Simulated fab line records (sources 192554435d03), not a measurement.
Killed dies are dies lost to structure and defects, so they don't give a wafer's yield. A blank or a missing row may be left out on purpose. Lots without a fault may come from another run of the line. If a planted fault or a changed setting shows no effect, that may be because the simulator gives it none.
fab line records || flow n5-finfet
record {"lots": 5, "wafers": 15, "last-day": 17}
route steps=1938 shown BEOL_M8@1379 BEOL_M9@1401 PASSIVATION@1936
lots untouched by any fault: they come from a run of this same line in which no faults occurred
start-h: the number of hours between the record's first day and the start of the first shown wafer of the lot || wait-h: hours since the lot's step before || " the same as in the row above || L1.1+2: one row covering several wafers at once || - no value present, or no start provided || * or withheld: withheld || < > ~ a bound
route shown NAME@n: a module of which the file shows steps, and the number in the route of the first || usual: mean/standard deviation taken from wafers without a fault || same: alike in all rows || chamber/n: place in a boat || sites: each site's reading || _std_site: the values' standard deviation || _edge_site: outer sites' mean less inner sites' || radius-mm: for every site, how far away it sits from the centre of the wafer || mask NAME#n: copy n || behind: tool/chamber where the wafer was last shaped || hold: the reason the lot was held/the length of the hold in hours/how it ended || device: whichever transistor did not switch (one of n, p or np) || end of line: the tests these same wafers got at the end of their route || a step with no rows: only its recipe || killed: dies that structure and defects cost at the first sort, which is not the same as the wafer's yield || map: a wafer's dies, x killed, . not, _ none there
set.NAME: the setting the step ran with; set.NAME@STEP: the setting that earlier step ran with || model.NAME: the simulator's own value behind a step, which no gauge read
certain route steps with their lots: each step a table, each wafer a row
services: the hour from which a tool's chamber was out of use, counted from the record's first day as start-h (under 0 if before that day), plus the number of hours and why
## steps
# step N5_BEOL_M8_STRIP_80
# recipe {"chemistry": "N2/H2", "time-s": 10, "power-w": 450, "temp-c": 40, "pressure-mtorr": 20, "rf-frequency-hz": 6e+07, "bias-power-w": 7, "n2-flow-sccm": 200, "h2-flow-sccm": 200}
# step N5_BEOL_M8_HM_STRIP_39
# recipe {"chemistry": "peroxide-tin-strip", "material": "TiN", "target-depth-a": 250, "temp-c": 50, "time-s": 158}
# step N5_BEOL_M8_SRD_40
# recipe {"time-s": 30, "temp-c": 23, "rinse-liquid": "diw", "dry": "ipa-marangoni"}
# step N5_BEOL_M8_PRECLEAN_42
# recipe {"chemistry": "residue-remover", "time-s": 60, "temp-c": 40}
# step N5_BEOL_M8_SRD_43
# recipe {"time-s": 30, "temp-c": 23, "rinse-liquid": "diw", "dry": "ipa-marangoni"}
# step N5_BEOL_M8_CURE_75
# recipe {"temp-c": 370, "time-s": 120, "ambient": "DMADMS/He", "material": "SiCOH_lowk"}
# step N5_BEOL_M8_DEGAS_44
# recipe {"ambient": "vacuum", "temp-c": 250, "time-s": 60}
# step N5_BEOL_M8_PRE_CLEAN_45
# recipe {"gas": "H2/He", "time-s": 30, "temp-c": 250}
# step N5_BEOL_M8_ALD_77
# recipe {"material": "TaN", "target-thk-a": 20, "temp-c": 275, "ald-precursor-family": "PDMAT", "ald-co-reactant": "NH3", "pressure-torr": 3, "carrier-flow-sccm": 1500, "pulse-time-s": 2, "purge-time-s": 3, "co-reactant-purge-time-s": 2, "co-reactant-pulse-time-s": 3, "ald-cycles": 40, "precursor-vessel-temp-c": 75, "precursor-vessel-pressure-torr": 26.25, "precursor-vessel-carrier-sccm": 1000}
# step N5_BEOL_M8_SURFACE_TREAT_79
# recipe {"gas": "Ar", "time-s": "*", "ion-energy-ev": "*", "ion-current-ma-cm2": 0.5, "pressure-mtorr": "*", "ar-flow-sccm": 30}
# step N5_BEOL_M8_CVD_78
# recipe {"material": "Co", "target-thk-a": 20, "temp-c": "withheld", "precursor": "CCTBA/H2", "pressure-torr": 30, "time-s": 142.3}
{"lot.wafer": "L738.3", "tool": "cvd-co-01", "chamber": 0, "start-h": 220.41, "wait-h": 0.0, "since-wet-clean-h": 980}
{"lot.wafer": "L738.4", "tool": "cvd-co-01", "chamber": 1, "start-h": 220.41, "wait-h": 0.0, "since-wet-clean-h": "-"}
{"lot.wafer": "L738.6", "tool": "cvd-co-01", "chamber": 0, "start-h": 220.41, "wait-h": 0.0, "since-wet-clean-h": "-"}
{"lot.wafer": "L752.1", "tool": "cvd-co-02", "chamber": 1, "start-h": 299.60, "wait-h": 0.0, "since-wet-clean-h": 1278}
{"lot.wafer": "L752.4", "tool": "cvd-co-02", "chamber": 2, "start-h": 299.60, "wait-h": 0.0, "since-wet-clean-h": "-"}
{"lot.wafer": "L752.6", "tool": "cvd-co-02", "chamber": 1, "start-h": 299.60, "wait-h": 0.0, "since-wet-clean-h": "-"}
{"lot.wafer": "L754.2", "tool": "cvd-co-01", "chamber": 2, "start-h": 316.88, "wait-h": 0.1, "since-wet-clean-h": 618}
{"lot.wafer": "L754.3", "tool": "cvd-co-01", "chamber": 1, "start-h": 316.88, "wait-h": 0.1, "since-wet-clean-h": 180}
{"lot.wafer": "L754.4", "tool": "cvd-co-01", "chamber": 1, "start-h": 316.88, "wait-h": 0.1, "since-wet-clean-h": "-"}
{"lot.wafer": "L755.1", "tool": "cvd-co-01", "chamber": 2, "start-h": 325.44, "wait-h": 0.0, "since-wet-clean-h": 626}
{"lot.wafer": "L755.3", "tool": "cvd-co-01", "chamber": 0, "start-h": 325.44, "wait-h": 0.0, "since-wet-clean-h": 1085}
{"lot.wafer": "L755.5", "tool": "cvd-co-01", "chamber": 1, "start-h": 325.44, "wait-h": 0.0, "since-wet-clean-h": "-"}
{"lot.wafer": "L757.1", "tool": "cvd-co-01", "chamber": 0, "start-h": 338.56, "wait-h": 0.1, "since-wet-clean-h": 1099}
{"lot.wafer": "L757.3", "tool": "cvd-co-01", "chamber": 2, "start-h": 338.56, "wait-h": 0.1, "since-wet-clean-h": 639}
{"lot.wafer": "L757.5", "tool": "cvd-co-01", "chamber": 1, "start-h": 338.56, "wait-h": 0.1, "since-wet-clean-h": "-"}
# step N5_BEOL_M8_SPUTTER_48
# recipe {"material": "Cu", "target-thk-a": 100, "temp-c": -20, "bias-v": 60, "power-w": 26000, "chamber-pressure-pa": 0.13, "time-s": 1.667}
# step N5_BEOL_M8_ECD_50
# recipe {"material": "Cu", "target-thk-a": 3000}
# step N5_BEOL_M8_ANNEAL_51
# recipe {"temp-c": 225, "time-s": 90, "ambient": "N2"}
# step N5_BEOL_M8_CMP_52
# recipe {"stop-on": "SiCOH_lowk", "t-overpolish-s": 6.9, "down-force-psi": 1, "platen-rpm": 50, "clearing-platen-down-force-psi": 1.5, "clearing-platen-rpm": 50, "post-cmp-clean": "cu-alkaline", "target-thk-nm": 80, "clearing-platen-pad-velocity-m-s": 0.99484, "pad-velocity-m-s": 0.99484}
# step N5_BEOL_M8_PRE_CLEAN_55
# recipe {"gas": "NH3", "time-s": 15, "temp-c": "withheld", "rf-power-w": 300}
# step N5_BEOL_M8_DEP_56
# recipe {"material": "SiCN", "target-thk-a": 100, "temp-c": "withheld", "precursor": "3MS/NH3", "pressure-torr": 3, "rf-w": 202, "time-s": 17.5}
# step N5_BEOL_M9_ILD_DEP_00
# recipe {"material": "SiCOH_lowk", "target-thk-a": 3085.1, "temp-c": 300, "precursor": "DEMS/porogen", "pressure-torr": 5, "rf-w": 500, "time-s": 58}
# step N5_BEOL_M9_CURE_71
# recipe {"temp-c": 385, "time-s": 240, "ambient": "He/Ar", "material": "SiCOH_lowk"}
# step N5_BEOL_M9_PECVD_70
# recipe {"material": "SiO2", "target-thk-a": 200, "temp-c": 400, "precursor": "TEOS/O2", "pressure-torr": 5.5, "rf-w": 450, "teos-flow-sccm": 53.8, "gas": "O2", "flow-sccm": 3000, "time-s": 22.7}
# step N5_BEOL_M9_HM_DEP_02
# recipe {"material": "TiN", "target-thk-a": 200, "temp-c": 25, "chamber-pressure-pa": 0.49996}
# step N5_BEOL_M9_COAT_59
# recipe {"resist": "SOC", "temp-c": 250, "time-s": 60, "spin-rpm": 1500, "resist-thk-nm": 100}
# step N5_BEOL_M9_COAT_60
# recipe {"resist": "SiARC", "temp-c": 220, "time-s": 60, "spin-rpm": 1500, "resist-thk-nm": 30}
# step N5_BEOL_M9_COAT_05
# recipe {"resist": "CAR-ArF", "spin-rpm": 1500, "resist-thk-nm": 90}
# step N5_BEOL_M9_EBR_07
# recipe {"solvent": "PGMEA", "ebr-width-mm": 1.5}
# step N5_BEOL_M9_SOFTBAKE_06
# recipe {"temp-c": 110, "time-s": 60, "resist": "CAR-ArF"}
# step N5_BEOL_M9_EXPOSE_08
# recipe {"mask-id": "M9", "na": 1.35, "source-shape": "dipole", "sigma-inner": 0.411, "sigma-outer": 0.611, "polarization": "te", "dose-mj": 53.75}
# step N5_BEOL_M9_PEB_09
# recipe {"peb-temp-c": "withheld", "peb-time-s": 60, "resist": "CAR-ArF"}
# step N5_BEOL_M9_DEVELOP_10
# recipe {"develop-time-s": 30, "developer": "TMAH", "resist": "CAR-ArF", "rinse-liquid": "diw", "dry": "air-spin", "dev-temp-c": 23}
# step N5_BEOL_M9_DESCUM_16
# recipe {"chemistry": "O2", "time-s": 7.9, "source-power-w": 50, "bias-power-w": 20, "pressure-mtorr": 20, "rf-frequency-hz": 2.712e+07, "temp-c": 40, "resist": "CAR-ArF", "o2-flow-sccm": 225}
# step N5_BEOL_M9_ETCH_61
# recipe {"chemistry": "CF4", "target": "SiARC", "target-depth-a": 390, "mask-material": "CAR-ArF", "time-s": 65, "ion-energy-ev": 80, "pressure-mtorr": 40, "source-w": 545, "bias-w": 36, "Ar_flow_sccm": 100, "cf4-flow-sccm": 100, "ends": "cleared"}
# step N5_BEOL_M9_ETCH_62
# recipe {"chemistry": "N2/H2", "target": "SOC", "target-depth-a": 1100, "overetch-a": 220, "mask-material": "SiARC", "temp-c": 40, "time-s": 165, "ion-energy-ev": 200, "pressure-mtorr": 30, "source-w": 840, "bias-w": 150, "n2-flow-sccm": 200, "h2-flow-sccm": 200}
# step N5_BEOL_M9_STRIP_68
# recipe {"chemistry": "N2/H2", "temp-c": 40, "n2-flow-sccm": 200, "h2-flow-sccm": 200, "rf-frequency-hz": 6e+07}
# step N5_PASSIVATION_PROBE_49
# usual {"defect-limited-yield": "91.4/1.6", "killed_at_M0_to_M3": "31/11", "killed_at_M4_up": "14/5.7", "killed-at-contacts": "12/6", "killed-at-front-end": "41/13", "killed-at-other": "3.3/2.8", "killed-dies": "101/19", "killed-on-rim": "13/3.9", "killed-open": "67/14", "killed-short": "33/8.2", "sort_bin_5_function": "5.0/1.1", "sort_bin_6_memory": "3.3/0.74", "sort-n-pass": "1078/20", "sort-yield-pct": "91.3/1.7"}
# same {"gross-dies": 1180, "killed-at-back-side": 0, "sort_bin_4_leakage[%]": 0, "sort_bin_8_speed[%]": 0}
{"lot.wafer": "L754.2", "tool": "prober-01", "chamber": "-", "start-h": 380.92, "wait-h": 0.1, "defect-limited-yield[%]": 83.6, "killed_at_M0_to_M3": 13, "killed_at_M4_up": 157, "killed-at-contacts": 6, "killed-at-front-end": 13, "killed-at-other": 5, "killed-dies": 194, "killed-on-rim": 5, "killed-open": 32, "killed-short": 19, "sort_bin_5_function[%]": 9.9, "sort_bin_6_memory[%]": 3.2, "sort-n-pass": 986, "sort-yield-pct[%]": 83.6}
{"lot.wafer": "L754.3", "tool": "prober-01", "chamber": "-", "start-h": 380.97, "wait-h": 0.1, "defect-limited-yield[%]": 85.0, "killed_at_M0_to_M3": 26, "killed_at_M4_up": 103, "killed-at-contacts": 15, "killed-at-front-end": 27, "killed-at-other": 6, "killed-dies": 177, "killed-on-rim": 23, "killed-open": 55, "killed-short": 35, "sort_bin_5_function[%]": 9.4, "sort_bin_6_memory[%]": 2.8, "sort-n-pass": 1003, "sort-yield-pct[%]": 85.0}
{"lot.wafer": "L754.4", "tool": "prober-01", "chamber": "-", "start-h": 381.02, "wait-h": 0.2, "defect-limited-yield[%]": 85.1, "killed_at_M0_to_M3": 24, "killed_at_M4_up": 100, "killed-at-contacts": 21, "killed-at-front-end": 28, "killed-at-other": 3, "killed-dies": 176, "killed-on-rim": 26, "killed-open": 66, "killed-short": 23, "sort_bin_5_function[%]": 8.2, "sort_bin_6_memory[%]": 3.4, "sort-n-pass": 1004, "sort-yield-pct[%]": 85.1}
{"lot.wafer": "L755.1", "tool": "prober-01", "chamber": "-", "start-h": 392.01, "wait-h": 0.0, "defect-limited-yield[%]": 79.7, "killed_at_M0_to_M3": 16, "killed_at_M4_up": 149, "killed-at-contacts": 19, "killed-at-front-end": 50, "killed-at-other": 6, "killed-dies": 240, "killed-on-rim": 16, "killed-open": 62, "killed-short": 36, "sort_bin_5_function[%]": 12.1, "sort_bin_6_memory[%]": 4.3, "sort-n-pass": 940, "sort-yield-pct[%]": 79.7}
{"lot.wafer": "L755.3", "tool": "prober-01", "chamber": "-", "start-h": 392.11, "wait-h": 0.1, "defect-limited-yield[%]": 78.9, "killed_at_M0_to_M3": 39, "killed_at_M4_up": 120, "killed-at-contacts": 13, "killed-at-front-end": 71, "killed-at-other": 6, "killed-dies": 249, "killed-on-rim": 41, "killed-open": 95, "killed-short": 38, "sort_bin_5_function[%]": 12.3, "sort_bin_6_memory[%]": 5.8, "sort-n-pass": 931, "sort-yield-pct[%]": 78.9}
{"lot.wafer": "L755.5", "tool": "prober-01", "chamber": "-", "start-h": 392.21, "wait-h": 0.2, "defect-limited-yield[%]": 82.8, "killed_at_M0_to_M3": 34, "killed_at_M4_up": 101, "killed-at-contacts": 4, "killed-at-front-end": 61, "killed-at-other": 3, "killed-dies": 203, "killed-on-rim": 31, "killed-open": 76, "killed-short": 38, "sort_bin_5_function[%]": 9.7, "sort_bin_6_memory[%]": 4.4, "sort-n-pass": 977, "sort-yield-pct[%]": 82.8}
{"lot.wafer": "L757.1", "tool": "prober-02", "chamber": "-", "start-h": 405.17, "wait-h": 0.0, "defect-limited-yield[%]": 81.6, "killed_at_M0_to_M3": 35, "killed_at_M4_up": 117, "killed-at-contacts": 17, "killed-at-front-end": 47, "killed-at-other": 1, "killed-dies": 217, "killed-on-rim": 31, "killed-open": 69, "killed-short": 41, "sort_bin_5_function[%]": 11.1, "sort_bin_6_memory[%]": 4.3, "sort-n-pass": 963, "sort-yield-pct[%]": 81.6}
{"lot.wafer": "L757.3", "tool": "prober-02", "chamber": "-", "start-h": 405.27, "wait-h": 0.1, "defect-limited-yield[%]": 82.5, "killed_at_M0_to_M3": 25, "killed_at_M4_up": 147, "killed-at-contacts": 4, "killed-at-front-end": 30, "killed-at-other": 1, "killed-dies": 207, "killed-on-rim": 6, "killed-open": 47, "killed-short": 21, "sort_bin_5_function[%]": 11.2, "sort_bin_6_memory[%]": 3.4, "sort-n-pass": 973, "sort-yield-pct[%]": 82.5}
{"lot.wafer": "L757.5", "tool": "prober-02", "chamber": "-", "start-h": 405.37, "wait-h": 0.2, "defect-limited-yield[%]": 84.5, "killed_at_M0_to_M3": 25, "killed_at_M4_up": 94, "killed-at-contacts": 10, "killed-at-front-end": 54, "killed-at-other": 0, "killed-dies": 183, "killed-on-rim": 22, "killed-open": 69, "killed-short": 29, "sort_bin_5_function[%]": 9.5, "sort_bin_6_memory[%]": 3.2, "sort-n-pass": 997, "sort-yield-pct[%]": 84.5}
# killed by level:class
L754.2 BEOL_M8:unspecified=142 BEOL_M5:geometric-particle:open=7 BEOL_M0_SAQP:geometric-particle:short=5 MOL_CONTACT_COAG:geometric-particle:open=4 BEOL_M3:geometric-particle:open=4 FIN_SAQP:geometric-particle:open=3 BEOL_M4:geometric-particle:open=3 FIN_SAQP:geometric-particle:short=2
L754.3 BEOL_M8:unspecified=87 MOL_CONTACT_COAG:geometric-particle:open=9 STI_FIN_REVEAL:geometric-particle:open=8 MOL_CONTACT_COAG:geometric-particle:short=6 BEOL_M5:geometric-particle:open=6 DUMMY_GATE:geometric-particle:open=5 BEOL_M0_SAQP:geometric-particle:open=5 BEOL_M2:geometric-particle:open=5
L754.4 BEOL_M8:unspecified=86 MOL_CONTACT_COAG:geometric-particle:open=18 STI_FIN_REVEAL:geometric-particle:open=8 FIN_SAQP:geometric-particle:open=7 BEOL_M0_SAQP:geometric-particle:short=5 BEOL_M0_SAQP:geometric-particle:open=5 BEOL_M4:geometric-particle:open=5 BEOL_M2:geometric-particle:open=4
L755.1 BEOL_M8:unspecified=139 STI_FIN_REVEAL:geometric-particle:open=18 MOL_CONTACT_COAG:geometric-particle:open=11 MOL_CONTACT_COAG:geometric-particle:short=8 FIN_SAQP:geometric-particle:open=7 FIN_SAQP:geometric-particle:short=7 BEOL_M3:geometric-particle:open=6 DUMMY_GATE:geometric-particle:open=4
L755.3 BEOL_M8:unspecified=108 FIN_SAQP:geometric-particle:open=25 STI_FIN_REVEAL:geometric-particle:open=14 MOL_CONTACT_COAG:geometric-particle:open=12 BEOL_M2:geometric-particle:open=8 FIN_SAQP:geometric-particle:short=7 BEOL_M1:geometric-particle:open=7 BEOL_M0_SAQP:geometric-particle:short=7
L755.5 BEOL_M8:unspecified=85 STI_FIN_REVEAL:geometric-particle:open=17 FIN_SAQP:geometric-particle:short=10 BEOL_M3:geometric-particle:open=10 BEOL_M2:geometric-particle:open=9 FIN_SAQP:geometric-particle:open=7 GATE_CUT:geometric-particle:short=7 BEOL_M8:geometric-particle:open=5
L757.1 BEOL_M8:unspecified=107 FIN_SAQP:geometric-particle:open=16 MOL_CONTACT_COAG:geometric-particle:open=15 BEOL_M0_SAQP:geometric-particle:short=15 FIN_SAQP:geometric-particle:short=13 BEOL_M0_SAQP:geometric-particle:open=10 BEOL_M3:geometric-particle:open=5 STI_FIN_REVEAL:geometric-particle:open=3
L757.3 BEOL_M8:unspecified=138 FIN_SAQP:geometric-particle:open=15 BEOL_M2:geometric-particle:open=7 BEOL_M0_SAQP:geometric-particle:short=5 FIN_SAQP:geometric-particle:short=4 BEOL_M0_SAQP:geometric-particle:open=4 BEOL_M1:geometric-particle:open=3 STI_FIN_REVEAL:geometric-particle:open=2
L757.5 BEOL_M8:unspecified=84 FIN_SAQP:geometric-particle:open=13 MOL_CONTACT_COAG:geometric-particle:open=10 FIN_SAQP:geometric-particle:short=9 STI_FIN_REVEAL:geometric-particle:open=8 BEOL_M0_SAQP:geometric-particle:short=8 BEOL_M0_SAQP:geometric-particle:open=7 BEOL_M4:geometric-particle:open=6
# map L754.2 (x killed, . not)
_________________............________________
______________...x.....x........_____________
___________........................__________
__________....................x....._________
________..x..................x........_______
_______......xx...x.......x............______
______.......x...........x.............._____
_____.....................x.......x......____
____......x...........xxxxxx..xx.....x....___
___.............x....x.xxxxx.x.............__
___...............x.xxxxxxxxx.xxx..........__
__......x.....x....x.xxxxxxxxxxx............_
__......x.........xxxxxxxxxxxxxx.x.x........_
_.................xxxxxxxxxxxxxxxx...........
_................x.xxxxxxxxxxxxx.x.x.........
_........x......x.xxxxxxxxxxxxxxx.x..........
_..............x..x.xxxxxxxxxxxxx............
_....x......x.....xxxxxxxxxxxx...x...........
_...x............x...x.xxxxxxx........x......
_....................x...xx.xx...............
_...........x.....x....xx.............x......
__.x......................x.x..............._
__......................x...x..............x_
___.....................x........x.........__
___....................xx..................__
____......................................___
_____.....x........x......x............x.____
______........................x........._____
_______....x...........................______
________..............x..............._______
__________.........................x_________
___________........................__________
______________.................._____________
_________________............________________
# map L755.3 (x killed, . not)
_________________x..........x________________
______________..........x.xxxxxx_____________
___________.x.....x.x....xxxxxxxxxx__________
__________........x.....xxx.xxxxxxxx_________
________x.........x.x.....xxxxxxxxxxxx_______
_______x.x...........x...xxxxxxxxxxxxxx______
______........xx.....x....xxxxxxxxxxxxxx_____
_____x..............x...xx.xxxxxxxxxxxxx.____
____.......x..x............xxxxxxxxxxxx.xx___
___....x.....x..x...xx......xxxxx.xxx.....x__
___....x.x....x.x.........x.xxxx.x..xx..x..__
__x....x.................x......xxx........x_
__....xxx.x...x..x............x........x.x.._
_.......x...x................................
_.x....x...................x.................
_..x.......x.................x...............
_.................x....x.x..........x......x.
_x...x................x...x.................x
_........x......x..x.x..x....................
_......x...................x......x.......x..
_........x...x.....x................x....x...
__...x..x.........x.x............xx........x_
__x....x.....x..x....x..................x..._
___....x.x.....................x...x.......__
___.x.....x....x.x.....x..x.......x.....x..__
____x...........x..x.....................x___
_____x...x...x.............x......x...x..____
______..x............xx..x.......x...x.._____
_______......x........x........x..x....______
________....x......x.x................_______
__________....................xx...._________
___________x................x......__________
______________.....xx......x...._____________
_________________.....x..xx..________________
## services
{"tool": "cvd-co-01", "chamber": "-", "start-h": 219.58, "hours": 0.3, "kind": "repair"}
{"tool": "cvd-co-02", "chamber": "-", "start-h": 221.99, "hours": 6.9, "kind": "pm"}
{"tool": "cvd-co-02", "chamber": "-", "start-h": 264.23, "hours": 0.8, "kind": "repair"}
{"tool": "cvd-co-01", "chamber": "-", "start-h": 302.40, "hours": 1.6, "kind": "repair"}
{"tool": "cvd-co-01", "chamber": "-", "start-h": 318.16, "hours": 0.5, "kind": "repair"}
{"tool": "cvd-co-02", "chamber": 1, "start-h": 333.33, "hours": "-", "kind": "clean"}
{"tool": "cvd-co-02", "chamber": 1, "start-h": 333.33, "hours": 22.0, "kind": "scheduled-down"}
{"tool": "cvd-co-02", "chamber": 1, "start-h": 333.33, "hours": 22.0, "kind": "vent-cycle"}
## key
first-sign {"step": "N5_PASSIVATION_PROBE_49", "reading": "killed_at_M4_up", "direction": "up", "sigmas": 19, "usual": 14, "struck": 121}
effect {"step": "N5_PASSIVATION_PROBE_49", "reading": "defect-limited-yield", "direction": "down", "sigmas": 5.4, "usual": 91.4, "struck": 82.6}
more-kills-born-at {"N5_BEOL_M8_CVD_78@cvd-co-01": 976}
met-at N5_BEOL_M8_CVD_78
struck-wafers L754.2,L754.3,L754.4,L755.1,L755.3,L755.5,L757.1,L757.3,L757.5
onset-between 220.41 316.88
also-fits time
fault {"kind": "chamber-particle-source", "tool": "cvd-co-01", "chamber": "-", "onset-h": 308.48, "steps": "N5_BEOL_M8_CVD_78", "rate-per-visit-cm2": 1.375, "end-h": 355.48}
